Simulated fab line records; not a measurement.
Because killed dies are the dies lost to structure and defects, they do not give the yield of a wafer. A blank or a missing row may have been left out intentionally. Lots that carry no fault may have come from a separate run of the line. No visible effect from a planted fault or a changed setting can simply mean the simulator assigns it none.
Which tool did it? :: flow nand_harc :: 37 wafers from 13 lots sampled at 5 of the route's 1159 steps

## WHAT THE GAUGES SHOWED, per wafer
NHARC_P_M1_INSPECT_27. Usual: raw_defect_count reads 328 (standard deviation 140).
lot: L787
measured: day 6 06:19
on: defect_inspect-02
raw_defect_count: 344 517 412
flag: 

lot: L792
measured: day 7 05:38
on: defect_inspect-01
raw_defect_count: 190 183 227
flag: 

lot: L797
measured: day 8 18:56
on: defect_inspect-01
raw_defect_count: 649 250 240
flag: 

lot: L798
measured: day 8 19:56
on: defect_inspect-02
raw_defect_count: 234
flag: 

lot: L800
measured: day 9 09:55
on: defect_inspect-01
raw_defect_count: 144 148 297
flag: 

lot: L801
measured: day 9 15:35
on: defect_inspect-02
raw_defect_count: 214 190 237
flag: 

lot: L802
measured: day 9 20:14
on: defect_inspect-02
raw_defect_count: 235 253 288
flag: 

lot: L803
measured: day 9 20:33
on: defect_inspect-02
raw_defect_count: 226 284 240
flag: 

lot: L805
measured: day 10 06:31
on: defect_inspect-02
raw_defect_count: 495 498 304
flag: 

lot: L806
measured: day 10 17:05
on: defect_inspect-01
raw_defect_count: 164 242 170
flag: 

lot: L807
measured: day 10 18:58
on: defect_inspect-01
raw_defect_count: 487 328 304
flag: 

lot: L810
measured: day 11 15:18
on: defect_inspect-02
raw_defect_count: 299 275 469
flag: 

lot: L809
measured: day 11 20:13
on: defect_inspect-02
raw_defect_count: 298 297 374
flag: 

NHARC_P_BONDPAD_CD_MEAS_09: target cd 500 nm. Usual: cd_nm reads 500.0 nm (standard deviation 2).
lot: L787
measured: day 6 12:16
on: cd_sem-02
cd_nm (nm): 500.2 500.4 501.9
flag: 

lot: L792
measured: day 7 11:34
on: cd_sem-02
cd_nm (nm): 501.1 500.9 505.3
flag: 

lot: L797
measured: day 9 00:48
on: cd_sem-03
cd_nm (nm): 503.3 499.7 501.4
flag: 

lot: L798
measured: day 9 18:07
on: cd_sem-03
cd_nm (nm): 501.2
flag: 

lot: L800
measured: day 9 15:47
on: cd_sem-03
cd_nm (nm): 503.1 503.0 503.5
flag: 

lot: L801
measured: day 9 21:42
on: cd_sem-02
cd_nm (nm): 501.2 498.7 499.4
flag: 

lot: L802
measured: day 10 02:02
on: cd_sem-01
cd_nm (nm): 500.1 502.8 499.9
flag: 

lot: L803
measured: day 10 02:48
on: cd_sem-01
cd_nm (nm): 496.0 498.1 498.0
flag: 

lot: L805
measured: day 10 12:29
on: cd_sem-03
cd_nm (nm): 499.0 501.4 499.8
flag: 

lot: L806
measured: day 10 23:05
on: cd_sem-01
cd_nm (nm): 500.1 499.5 498.1
flag: 

lot: L807
measured: day 11 00:58
on: cd_sem-02
cd_nm (nm): 501.6 502.4 498.3
flag: 

lot: L810
measured: day 11 21:42
on: cd_sem-03
cd_nm (nm): 500.6 499.3 501.5
flag: 

lot: L809
measured: day 12 02:35
on: cd_sem-02
cd_nm (nm): 502.1 502.5 500.2
flag: 

NHARC_END_SORT_01. Usual: defect_limited_yield 95.4 %, standard deviation 1.8; killed_at_array 27, standard deviation 11; killed_at_other 0.7, standard deviation 1.1; killed_at_periphery 3.4, standard deviation 2.1; killed_dies 31, standard deviation 12; killed_open 3.6, standard deviation 2; killed_short 2.0, standard deviation 1.3; sort_bin_2_pct 1.5 %, standard deviation 0.71; sort_bin_3_pct 0.25 %, standard deviation 0.22; sort_bin_4_pct 2.9 %, standard deviation 1.2; sort_n_pass 646, standard deviation 12; sort_rim_yield_pct 95.0 %, standard deviation 2.5; sort_yield_pct 95.4 %, standard deviation 1.8.
lot: L798
measured: day 22 03:02
on: prober-01
defect_limited_yield (%): 80.9
killed_at_array: 36
killed_at_other: 0
killed_at_periphery: 93
killed_dies: 129
killed_open: 6
killed_short: 3
sort_bin_2_pct (%): 8.0
sort_bin_3_pct (%): 4.58
sort_bin_4_pct (%): 6.5
sort_n_pass: 548
sort_rim_yield_pct (%): 95.3
sort_yield_pct (%): 80.9
flag: OFF

## EACH LOT AND THE TOOL THAT RAN IT (in order: tool; ch and the chambers of the sampled wafers; start)
lot: L787
NHARC_P_M2_DEGAS_29: pvd_sputter-03, day 6 08:55
NHARC_P_M2_PVD_21: pvd_sputter-03, day 6 09:10

lot: L792
NHARC_P_M2_DEGAS_29: pvd_sputter-03, day 7 08:22
NHARC_P_M2_PVD_21: pvd_sputter-03, day 7 08:34

lot: L797
NHARC_P_M2_DEGAS_29: pvd_sputter-03, day 8 21:33
NHARC_P_M2_PVD_21: pvd_sputter-03, day 8 21:48

lot: L798
NHARC_P_M2_DEGAS_29: pvd_sputter-03, day 8 22:34
NHARC_P_M2_PVD_21: pvd_sputter-03, day 8 22:46

lot: L800
NHARC_P_M2_DEGAS_29: pvd_sputter-01, day 9 12:24
NHARC_P_M2_PVD_21: pvd_sputter-01, day 9 12:38

lot: L801
NHARC_P_M2_DEGAS_29: pvd_sputter-02, day 9 18:22
NHARC_P_M2_PVD_21: pvd_sputter-02, day 9 18:37

lot: L802
NHARC_P_M2_DEGAS_29: pvd_sputter-02, day 9 22:48
NHARC_P_M2_PVD_21: pvd_sputter-02, day 9 23:01

lot: L803
NHARC_P_M2_DEGAS_29: pvd_sputter-02, day 9 23:11
NHARC_P_M2_PVD_21: pvd_sputter-02, day 9 23:25

lot: L805
NHARC_P_M2_DEGAS_29: pvd_sputter-01, day 10 09:14
NHARC_P_M2_PVD_21: pvd_sputter-01, day 10 09:28

lot: L806
NHARC_P_M2_DEGAS_29: pvd_sputter-01, day 10 19:46
NHARC_P_M2_PVD_21: pvd_sputter-01, day 10 20:00

lot: L807
NHARC_P_M2_DEGAS_29: pvd_sputter-02, day 10 21:37
NHARC_P_M2_PVD_21: pvd_sputter-02, day 10 21:49

lot: L810
NHARC_P_M2_DEGAS_29: pvd_sputter-02, day 11 18:17
NHARC_P_M2_PVD_21: pvd_sputter-02, day 11 18:30

lot: L809
NHARC_P_M2_DEGAS_29: pvd_sputter-01, day 11 23:14
NHARC_P_M2_PVD_21: pvd_sputter-01, day 11 23:27
- NHARC_P_M2_DEGAS_29: time 60 s.
- NHARC_P_M2_PVD_21: deposits Cu, target thk 30 nm, time 20.49 s.

## WHAT THE TOOLS THEMSELVES READ (means of the sampled wafers that have a number; where no wafer has one, the mark that the record gives instead)
NHARC_P_M2_DEGAS_29. Usual: heater_power_w reads 324 W (standard deviation 40).
lot: L787
tool: pvd_sputter-03
heater_power_w (W): 320
flag: 

lot: L792
tool: pvd_sputter-03
heater_power_w (W): 348
flag: 

lot: L797
tool: pvd_sputter-03
heater_power_w (W): 355
flag: 

lot: L798
tool: pvd_sputter-03
heater_power_w (W): 334
flag: 

lot: L800
tool: pvd_sputter-01
heater_power_w (W): 315
flag: 

lot: L801
tool: pvd_sputter-02
heater_power_w (W): 285
flag: 

lot: L802
tool: pvd_sputter-02
heater_power_w (W): 318
flag: 

lot: L803
tool: pvd_sputter-02
heater_power_w (W): 380
flag: 

lot: L805
tool: pvd_sputter-01
heater_power_w (W): 288
flag: 

lot: L806
tool: pvd_sputter-01
heater_power_w (W): 342
flag: 

lot: L807
tool: pvd_sputter-02
heater_power_w (W): 331
flag: 

lot: L810
tool: pvd_sputter-02
heater_power_w (W): 338
flag: 

lot: L809
tool: pvd_sputter-01
heater_power_w (W): 286
flag: 

NHARC_P_M2_PVD_21. Usual: throttle_valve_pct reads 29.8 % (standard deviation 1).
lot: L787
tool: pvd_sputter-03
throttle_valve_pct (%): 29.3
flag: 

lot: L792
tool: pvd_sputter-03
throttle_valve_pct (%): 30.4
flag: 

lot: L797
tool: pvd_sputter-03
throttle_valve_pct (%): 29.3
flag: 

lot: L798
tool: pvd_sputter-03
throttle_valve_pct (%): 29.9
flag: 

lot: L800
tool: pvd_sputter-01
throttle_valve_pct (%): 30.6
flag: 

lot: L801
tool: pvd_sputter-02
throttle_valve_pct (%): 29.8
flag: 

lot: L802
tool: pvd_sputter-02
throttle_valve_pct (%): 29.6
flag: 

lot: L803
tool: pvd_sputter-02
throttle_valve_pct (%): 29.3
flag: 

lot: L805
tool: pvd_sputter-01
throttle_valve_pct (%): 30.8
flag: 

lot: L806
tool: pvd_sputter-01
throttle_valve_pct (%): 30.1
flag: 

lot: L807
tool: pvd_sputter-02
throttle_valve_pct (%): 30.0
flag: 

lot: L810
tool: pvd_sputter-02
throttle_valve_pct (%): 30.0
flag: 

lot: L809
tool: pvd_sputter-01
throttle_valve_pct (%): 31.1
flag: 

## THE ANSWER, worked out from the rows above alone
Rule: lot off if the mean of its wafers having a number is beyond 3 standard deviations from the usual mean. A lot without any number at a reading at which 4 lots or more have one is off too. Where the step has rows for the other lots, those lots are counted as sound. First the gauges in route order, then the tools' own readings, where a lot's mean is used as printed above. The first step at which some lot is off is used, and at that step the reading that is off furthest; a lot without a number counts as furthest.
Off: L798, at NHARC_END_SORT_01 (killed_at_periphery). Neither off nor sound, because the step has no rows for them: L787, L792, L797, L800, L801, L802, L803, L805, L806, L807, L810, L809.
If a tool, at a process step before that reading, ran all the lots that are off and no sound lot after the first of them, it fits. The gauges at NHARC_END_SORT_01 are tried like those tools. Undecided on this evidence; 2 tools fit (pvd_sputter-03 at NHARC_P_M2_DEGAS_29 and NHARC_P_M2_PVD_21, prober-01 at NHARC_END_SORT_01).

## WHAT HAD BEEN PUT IN BY THE SIMULATOR
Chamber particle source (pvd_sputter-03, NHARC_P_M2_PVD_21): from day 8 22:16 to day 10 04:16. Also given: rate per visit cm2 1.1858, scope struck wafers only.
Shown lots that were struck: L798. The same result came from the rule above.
